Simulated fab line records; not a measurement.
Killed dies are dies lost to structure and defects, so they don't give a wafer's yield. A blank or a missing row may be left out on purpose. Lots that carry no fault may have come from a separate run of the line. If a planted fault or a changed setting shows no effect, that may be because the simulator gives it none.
fab line records	flow n5Finfet
record lots=9	wafers=27	lastDay=18
route steps=1938 shown FIN_SAQP@128 BEOL_M4@1111
lots that met no fault: taken from a fault-free run of the same line
startH: the number of hours between the record's first day and the start of the first shown wafer of the lot	waitH: how many hours have passed since the lot's step before this one	" repeats the value in the row above	L1.1+2: one row covering several wafers at once	- value missing, or start not given	* or withheld: withheld	< > ~ a bound
route shown NAME@n: a module of which the file shows steps, and the number in the route of the first	usual: mean/standard deviation taken from wafers without a fault	same: alike in all rows	chamber/n: place in a boat	sites: the reading at each site	_std_site: how widely they spread, as a standard deviation	_edge_site: outer sites' mean less inner sites'	radiusMm: for every site, how far away it sits from the centre of the wafer	mask NAME#n: copy n	behind: the most recent tool/chamber to have shaped the wafer	hold: the reason the lot was held/the length of the hold in hours/how it ended	device: transistor that didn't switch, given as n, p or np	end of line: at the end of the route, the tests of the same wafers	step lacking rows: just its recipe	killed: count of dies lost to structure and defects at first sort (not the wafer's yield)	map: shows each die of a wafer: x if killed, . if not, _ if none is there
set.NAME: the run value of the setting; set.NAME@STEP: its run value at that earlier step	model.NAME: the simulator's own value behind a step, which no gauge read
the route's steps for a sample of lots (tables are steps, rows are wafers)
services: when a tool's chamber went out of use (startH, in hours from the record's first day, below 0 if earlier), for how many hours, and the reason
## steps
# step N5_FIN_SAQP_CD_MEAS_27
# recipe targetCdNm=20	landingEnergyEv=1000	detector=seInlens	polarity=line
# usual cdNm=20.30/0.22
lot.wafer	tool	chamber	startH	waitH	cdNm
L709.2	cdSem-01	0	24.51	0.1	20.24
L709.5	"	0	"	"	19.77
L709.6	"	0	"	"	20.33
L711.3	cdSem-03	0	36.87	0.1	20.39
L711.5	"	0	"	"	20.25
L711.6	"	0	"	"	20.22
L718.2	cdSem-02	0	78.65	0.1	20.48
L718.4	"	0	"	"	19.69
L718.6	"	0	"	"	20.28
L721.3	cdSem-01	0	97.34	0.1	20.62
L721.5	"	0	"	"	20.41
L721.6	"	0	"	"	20.11
L727.2	cdSem-02	0	132.63	0.1	20.33
L727.4	"	0	"	"	20.50
L727.5	"	0	"	"	20.17
L728.2	cdSem-01	0	140.36	0.1	20.52
L728.3	"	0	"	"	20.61
L728.4	"	0	"	"	20.24
L729.3	cdSem-01	0	145.80	0.1	20.17
L729.4	"	0	"	"	20.10
L729.6	"	0	"	"	20.41
L730.4	cdSem-02	0	150.07	0.1	20.35
L730.5	"	0	"	"	20.45
L730.6	"	0	"	"	20.63
L732.1	cdSem-02	0	162.08	0.1	20.23
L732.4	"	0	"	"	20.19
L732.5	"	0	"	"	20.35
# step N5_FIN_SAQP_RECESS_63
# recipe chemistry=HF/NH3	target=SiO2	targetDepthA=180	afsCycles=3	tempC=30	sublimationTempC=180	sublimationTimeS=60
# usual drypumpMotorCurrentA=5.6/0.44
# same sublimationTimeS=60
lot.wafer	tool	chamber	startH	waitH	drypumpMotorCurrentA
L709.2	vaporEtch-01	1	24.77	0.1	6.2
L709.5	"	0	"	"	5.2
L709.6	"	1	"	"	6.3
L711.3	vaporEtch-02	1	37.25	0.2	5.1
L711.5	"	0	"	"	5.7
L711.6	"	1	"	"	5.1
L718.2	vaporEtch-02	0	78.92	0.1	5.7
L718.4	"	1	"	"	5.1
L718.6	"	0	"	"	5.7
L721.3	vaporEtch-02	0	97.77	0.2	5.7
L721.5	"	1	"	"	5.1
L721.6	"	0	"	"	5.7
L727.2	vaporEtch-01	1	132.99	0.1	6.2
L727.4	"	1	"	"	6.3
L727.5	"	1	"	"	6.2
L728.2	vaporEtch-02	0	140.63	0.1	5.6
L728.3	"	0	"	"	5.7
L728.4	"	1	"	"	5.1
L729.3	vaporEtch-01	1	146.18	0.2	6.2
L729.4	"	0	"	"	5.2
L729.6	"	1	"	"	6.2
L730.4	vaporEtch-02	0	150.91	0.4	5.7
L730.5	"	0	"	"	5.7
L730.6	"	1	"	"	5.1
L732.1	vaporEtch-01	1	162.35	0.1	6.2
L732.4	"	1	"	"	6.2
L732.5	"	0	"	"	5.2
# step N5_FIN_SAQP_ETCH_69
# recipe chemistry=N2/H2	target=SOC	targetDepthA=1500	stopOn=SiNx	ionEnergyEv=100	biasW=61	pressureMtorr=30	sourceW=850	n2FlowSccm=200	h2FlowSccm=200
# usual drypumpMotorCurrentA=5.8/0.58	oesProductAu=0.76/0.069	rfFwdPowerW=844/3.3	rfVppV=240.3/1.3	showerheadPlenumPTorr=2.52/0.074	throttleValvePct=17.84/0.14
lot.wafer	tool	chamber	startH	waitH	drypumpMotorCurrentA	oesProductAu	rfFwdPowerW	rfHoursCounterH	rfVppV	showerheadPlenumPTorr	throttleValvePct
L709.2	rieDiel-05	0	25.22	-	5.3	0.71	843	168	241.1	2.66	17.89
L709.5	"	1	"	"	6.0	0.95	842	-	242.2	2.51	17.87
L709.6	"	0	"	"	5.3	0.72	843	-	241.4	2.66	17.89
L711.3	rieDiel-05	1	37.73	-	5.9	0.93	839	9	240.7	2.51	17.90
L711.5	"	0	"	"	5.3	0.71	848	-	241.9	2.65	17.89
L711.6	"	1	"	"	6.0	0.94	840	-	239.7	2.51	17.88
L718.2	rieDiel-05	3	79.37	-	6.7	0.75	844	168	239.8	2.42	17.97
L718.4	"	1	"	"	6.0	0.89	839	27	239.8	2.50	17.91
L718.6	"	2	"	"	5.6	0.80	847	-	242.0	2.55	17.63
L721.3	rieDiel-01	1	98.10	-	5.3	0.75	847	146	241.4	2.54	17.98
L721.5	"	1	"	"	5.3	0.75	849	-	240.4	2.54	17.97
L721.6	"	0	"	"	6.2	0.69	839	-	239.0	2.41	17.88
L727.2	rieDiel-01	1	133.44	-	5.3	0.75	840	157	240.4	2.54	17.98
L727.4	"	2	"	"	6.7	0.76	846	150	240.2	2.55	17.76
L727.5	"	2	"	"	6.7	0.77	845	-	240.6	2.55	17.74
L728.2	rieDiel-05	1	141.08	-	6.0	0.85	845	51	239.8	2.49	17.98
L728.3	"	2	"	"	5.5	0.79	851	124	241.1	2.54	17.68
L728.4	"	3	"	"	6.7	0.72	842	191	237.2	2.42	18.01
L729.3	rieDiel-06	2	146.51	-	5.3	0.84	845	52	239.9	2.48	17.53
L729.4	"	1	"	"	5.8	0.64	846	241	242.1	2.62	17.97
L729.6	"	3	"	"	4.8	0.77	847	-	238.6	2.46	17.82
L730.4	rieDiel-05	1	151.29	-	6.0	0.85	841	55	240.1	2.49	17.98
L730.5	"	0	"	"	5.3	0.67	840	-	242.4	2.64	17.98
L730.6	"	1	"	"	6.0	0.85	845	-	238.2	2.49	17.97
L732.1	rieDiel-01	1	162.80	-	5.3	0.73	838	168	240.2	2.53	18.03
L732.4	"	2	"	"	6.7	0.76	842	-	240.1	2.55	17.75
L732.5	"	1	"	"	5.3	0.73	838	-	240.0	2.53	18.02
# step N5_FIN_SAQP_ETCH_34
# recipe chemistry=C4F6/O2	target=SiO2	targetDepthA=450	timeS=15	ionEnergyEv=250	pressureMtorr=30	sourceW=345	biasW=185	Ar_flow_sccm=300	C4F6_flow_sccm=10	O2_flow_sccm=10	ends=cleared
# usual C4F6_flow_sccm=9.990/0.027	drypumpMotorCurrentA=5.8/0.58	etchRfOnTimeS=15.1/0.33	oes_f_703_au=0.77/0.065	oesProductAu=0.65/0.059	rfFwdPowerW=336.5/1	rfVppV=660/10	showerheadPlenumPTorr=2.81/0.076	throttleValvePct=21.00/0.15
lot.wafer	tool	chamber	startH	waitH	C4F6_flow_sccm	drypumpMotorCurrentA	etchRfOnTimeS	oes_f_703_au	oesProductAu	rfFwdPowerW	rfHoursCounterH	rfVppV	showerheadPlenumPTorr	throttleValvePct
L709.2	rieDiel-05	3	26.20	0.0	10.007	6.7	15.1	0.77	0.66	336.3	150	647	2.73	21.16
L709.5	"	1	"	"	10.030	5.9	14.7	0.99	0.83	336.8	-	662	2.80	21.04
L709.6	"	0	"	"	10.003	5.2	15.5	0.72	0.61	337.0	-	678	2.93	20.91
L711.3	rieDiel-01	3	38.68	0.0	9.962	5.9	14.6	0.74	0.62	337.1	206	657	2.92	20.94
L711.5	"	0	"	"	9.966	6.2	14.8	0.73	0.61	336.2	-	653	2.71	20.89
L711.6	"	1	"	"	9.982	5.3	15.0	0.79	0.67	337.0	-	669	2.84	21.18
L718.2	rieDiel-05	0	80.43	0.0	10.005	5.3	15.6	0.71	0.59	336.1	189	678	2.92	20.93
L718.4	"	2	"	"	9.988	5.6	15.2	0.79	0.68	337.4	107	665	2.88	21.08
L718.6	"	3	"	"	10.043	6.7	14.0	0.98	0.67	420.8	-	581	2.72	21.20
L721.3	rieDiel-06	0	99.54	0.0	10.024	6.4	15.3	0.78	0.64	336.0	135	644	2.74	21.19
L721.5	"	3	"	"	9.984	4.8	14.9	0.83	0.69	335.6	-	649	2.75	20.92
L721.6	"	2	"	"	9.961	5.2	15.0	0.86	0.75	338.0	-	673	2.77	20.66
L727.2	rieDiel-06	3	134.85	0.0	9.942	4.8	14.8	0.82	0.68	338.2	117	649	2.75	20.93
L727.4	"	0	"	"	10.030	6.4	15.1	0.76	0.64	337.6	146	645	2.74	21.23
L727.5	"	0	"	"	9.998	6.4	15.0	0.76	0.64	338.1	-	642	2.74	21.21
L728.2	rieDiel-01	0	142.36	0.0	9.971	6.2	15.1	0.70	0.59	336.2	246	654	2.70	20.94
L728.3	"	3	"	"	9.986	5.9	14.7	0.71	0.59	335.9	243	655	2.91	20.99
L728.4	"	2	"	"	9.970	6.7	14.9	0.77	0.66	336.2	153	670	2.84	20.89
L729.3	rieDiel-06	0	147.47	0.0	9.998	6.4	15.4	0.77	0.63	336.1	150	643	2.73	21.21
L729.4	"	3	"	"	9.978	4.8	15.1	0.82	0.66	335.6	121	649	2.75	20.93
L729.6	"	2	"	"	9.974	5.3	15.1	0.84	0.73	337.7	-	674	2.76	20.67
L730.4	rieDiel-05	2	152.59	0.0	10.002	5.6	15.0	0.77	0.67	335.7	128	666	2.87	21.11
L730.5	"	2	"	"	10.021	5.6	15.1	0.77	0.66	336.4	-	667	2.87	21.12
L730.6	"	1	"	"	10.024	6.0	14.9	0.87	0.73	336.9	-	662	2.78	21.12
L732.1	rieDiel-06	0	164.25	0.0	10.017	6.4	15.1	0.76	0.63	335.6	156	643	2.73	21.20
L732.4	"	3	"	"	9.991	4.8	15.0	0.80	0.66	337.8	127	649	2.74	20.94
L732.5	"	1	"	"	9.956	5.8	15.9	0.66	0.56	335.1	-	661	2.90	20.97
# step N5_BEOL_M4_RC_MEAS_101
# usual DIBL_N=36.5/2	DIBL_P=36.5/2.3	IOFF_N=0.16/0.036	IOFF_P=0.21/0.037	ION_N=672/12	ION_P=459/7.1	SS_N=71.6/0.73	SS_P=73.4/0.76	VT_N=250/3.3	VT_P=-250.5/2.9
lot.wafer	tool	chamber	startH	waitH	DIBL_N[mV/V]	DIBL_P[mV/V]	IOFF_N[nA/um]	IOFF_P[nA/um]	ION_N[uA/um]	ION_P[uA/um]	SS_N[mV/dec]	SS_P[mV/dec]	VT_N[mV]	VT_P[mV]
L709.2	prober-02	0	182.99	0.2	31.8	34.0	0.12	0.17	671	462	71.2	72.4	252	-250.3
L709.5	"	0	"	"	33.0	34.7	0.13	0.17	659	450	70.6	72.4	254	-253.8
L709.6	"	0	"	"	34.4	37.4	0.16	0.20	675	461	70.9	73.5	250	-249.8
L711.3	prober-01	0	186.54	0.3	36.6	33.7	0.13	0.17	661	458	71.9	72.1	251	-253.6
L711.5	"	0	"	"	36.1	33.6	0.13	0.18	668	455	70.7	72.0	251	-250.0
L711.6	"	0	"	"	38.4	36.9	0.17	0.22	687	471	72.0	73.1	245	-247.1
L718.2	prober-02	0	229.58	0.2	37.6	38.5	0.18	0.23	675	461	72.6	74.5	248	-248.7
L718.4	"	0	"	"	36.0	36.5	0.15	0.19	680	461	71.7	73.3	249	-250.3
L718.6	"	0	"	"	33.6	33.8	0.11	0.16	663	451	70.6	72.6	255	-253.8
L721.3	prober-01	0	257.46	0.3	38.3	36.8	0.19	0.25	684	464	71.7	74.4	245	-248.6
L721.5	"	0	"	"	39.4	37.8	0.24	0.27	693	465	72.8	74.5	243	-247.5
L721.6	"	0	"	"	38.6	37.5	0.21	0.27	680	462	72.3	74.3	247	-247.8
L727.2	prober-02	0	274.28	0.2	35.3	33.9	0.13	0.20	667	463	70.7	72.7	253	-247.5
L727.4	"	0	"	"	35.1	33.6	0.13	0.19	671	464	70.4	72.4	252	-250.6
L727.5	"	0	"	"	36.7	35.6	0.15	0.23	679	470	71.5	73.3	249	-247.3
L728.2	prober-02	0	296.75	0.2	36.0	36.4	0.16	0.20	654	452	72.2	73.7	251	-253.1
L728.3	"	0	"	"	32.4	33.5	0.12	0.16	668	463	70.2	72.5	250	-252.6
L728.4	"	0	"	"	38.2	40.1	0.22	0.26	693	474	72.2	73.2	244	-248.4
L730.4	prober-01	0	297.56	0.5	39.5	41.0	0.23	0.29	697	475	71.6	74.7	243	-246.4
L730.5	"	0	"	"	36.8	37.8	0.18	0.24	688	464	71.4	73.5	246	-246.8
L730.6	"	0	"	"	34.2	34.2	0.12	0.17	664	459	71.0	72.8	254	-250.7
L729.3	prober-02	0	298.06	0.3	36.7	36.8	0.15	0.20	670	454	71.4	73.5	253	-255.1
L729.4	"	0	"	"	38.1	38.8	0.17	0.22	671	458	71.5	73.9	248	-251.8
L729.6	"	0	"	"	38.2	38.9	0.17	0.23	678	458	72.2	73.0	249	-251.8
L732.1	prober-01	0	332.06	0.0	38.1	40.2	0.19	0.21	671	457	71.6	75.2	249	-250.8
L732.4	"	0	"	"	39.1	40.6	0.22	0.23	682	457	72.8	74.2	246	-251.5
L732.5	"	0	"	"	38.8	41.3	0.21	0.23	675	456	72.4	74.7	248	-248.9
## services
tool	chamber	startH	hours	kind
rieDiel-01	-	4.82	4.3	pm
rieDiel-06	3	11.49	25.0	repair
rieDiel-05	3	37.37	5.1	repair
rieDiel-01	1	47.72	5.8	repair
rieDiel-06	3	48.71	11.7	repair
rieDiel-06	-	52.18	15.6	pm
vaporEtch-02	-	59.22	0.4	repair
rieDiel-06	1	78.17	4.5	repair
rieDiel-05	-	88.48	0.2	repair
vaporEtch-01	-	102.10	1.6	repair
rieDiel-05	2	106.14	16.1	repair
rieDiel-05	1	116.27	3.7	repair
rieDiel-06	2	128.59	2.3	repair
rieDiel-01	0	153.21	-	clean
rieDiel-01	0	153.21	-	consumableReplace:focusRing
rieDiel-01	0	153.21	-	consumableReplace:showerhead
rieDiel-01	0	153.21	21.3	scheduledDown
rieDiel-01	0	153.21	21.3	ventCycle
rieDiel-05	0	156.68	4.6	repair
## key
firstSign step=N5_FIN_SAQP_ETCH_34	reading=rfFwdPowerW	direction=up	sigmas=81	usual=*	struck=*
effect step=N5_FIN_SAQP_ETCH_34	reading=rfVppV	direction=down	sigmas=7.7	usual=660	struck=581
metAt N5_FIN_SAQP_ETCH_34
struckLots L718
struckWafers L718.6
notActingAt N5_FIN_SAQP_CD_MEAS_27,N5_FIN_SAQP_RECESS_63,N5_FIN_SAQP_ETCH_69
onsetBetween 26.20 80.43
fault kind=processParameterDrift	tool=rieDiel-05	chamber=3	onsetH=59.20	steps=N5_FIN_SAQP_ETCH_34	channel=sourceW	offset=82.8	shape=step	endH=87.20	actsIn=theseRecipesOnly	stated=345
